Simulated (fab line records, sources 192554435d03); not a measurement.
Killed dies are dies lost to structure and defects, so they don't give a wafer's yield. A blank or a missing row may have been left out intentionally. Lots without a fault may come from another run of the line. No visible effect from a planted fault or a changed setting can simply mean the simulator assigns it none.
Which tool is to blame? -- flow n5Finfet -- 36 wafers from 12 lots sampled at 3 of the route's 1938 steps

== WHAT THE GAUGES SHOWED, per wafer ==
N5_SD_EPI_P_INSPECT_26: inspects for defects (darkfield).
lot,measured,on,rawDefectCount
L075,day 3 14:40,defectInspect-02,193 165 155
L077,day 4 02:28,defectInspect-01,166 151 152
L079,day 4 15:34,defectInspect-02,137 173 152
L081,day 5 05:05,defectInspect-01,175 119 201
L083,day 5 19:17,defectInspect-01,191 151 177
L085,day 6 03:32,defectInspect-01,213 165 222
L087,day 6 20:20,defectInspect-01,196 208 192
L089,day 7 10:20,defectInspect-02,159 183 170
L091,day 7 18:01,defectInspect-01,264 227 214
L093,day 8 04:25,defectInspect-01,184 132 154
L095,day 8 19:25,defectInspect-01,165 164 210
L097,day 9 13:59,defectInspect-02,169 236 203

== WHAT TOOL EACH LOT RAN ON (gives the tool, then ch and the chambers of the sampled wafers, and finally the start) ==
lot,N5_SD_EPI_N_ETCHBACK_44,N5_SD_EPI_P_ETCH_36
L075,"rieDiel-02 ch 1,2,3, day 3 06:05","rieDiel-06 ch 0,2, day 3 10:59"
L077,"rieDiel-03 ch 1,2,3, day 3 18:35","rieDiel-04 ch 0,2,3, day 3 22:46"
L079,"rieDiel-03 ch 0,1, day 4 07:02","rieDiel-04 ch 0,1,2, day 4 10:59"
L081,"rieDiel-02 ch 1,3, day 4 19:22","rieDiel-04 ch 0,1,3, day 4 23:27"
L083,"rieDiel-05 ch 0,3, day 5 09:42","rieDiel-06 ch 1,2,3, day 5 13:38"
L085,"rieDiel-03 ch 1,2,3, day 5 19:55","rieDiel-04 ch 0,2,3, day 5 23:50"
L087,"rieDiel-02 ch 2,3, day 6 11:47","rieDiel-06 ch 0,1,3, day 6 15:47"
L089,"rieDiel-02 ch 1,2, day 6 21:36","rieDiel-04 ch 0,1, day 7 04:46"
L091,"rieDiel-03 ch 0,1, day 7 09:37","rieDiel-06 ch 0,1,2, day 7 14:19"
L093,"rieDiel-05 ch 2,3, day 7 19:13","rieDiel-06 ch 2,3, day 7 23:56"
L095,"rieDiel-05 ch 0,1,2, day 8 08:53","rieDiel-06 ch 0,1,3, day 8 14:47"
L097,"rieDiel-02 ch 0,1,3, day 9 01:55","rieDiel-06 ch 0,2, day 9 08:19"
- N5_SD_EPI_N_ETCHBACK_44: etches SiNx in CH3F/O2, stops on SiO2, target depth 14.5 nm.
- N5_SD_EPI_P_ETCH_36: etches SiARC in CF4, target depth 45.5 nm, time 75.8 s.

== THE ANSWER, worked out from the rows above alone ==
Rule: what is usual is taken from the lots themselves. The widest of any qualifying gaps counts: lots, ordered by their means at a reading, are off when they make up no more than a third of the lots, leave a main group of 4 or more, and stand apart from it by 3 or more times the standard deviation of that group's means. Not used: any main group whose means are identical at the precision the tables above print for the reading. A lot without any number at a reading at which 4 lots or more have one is off too. The other lots that the step has rows for count as sound.
No lot is off at any reading shown: from this, nothing can be told.

== WHAT THE SIMULATOR PUT IN ==
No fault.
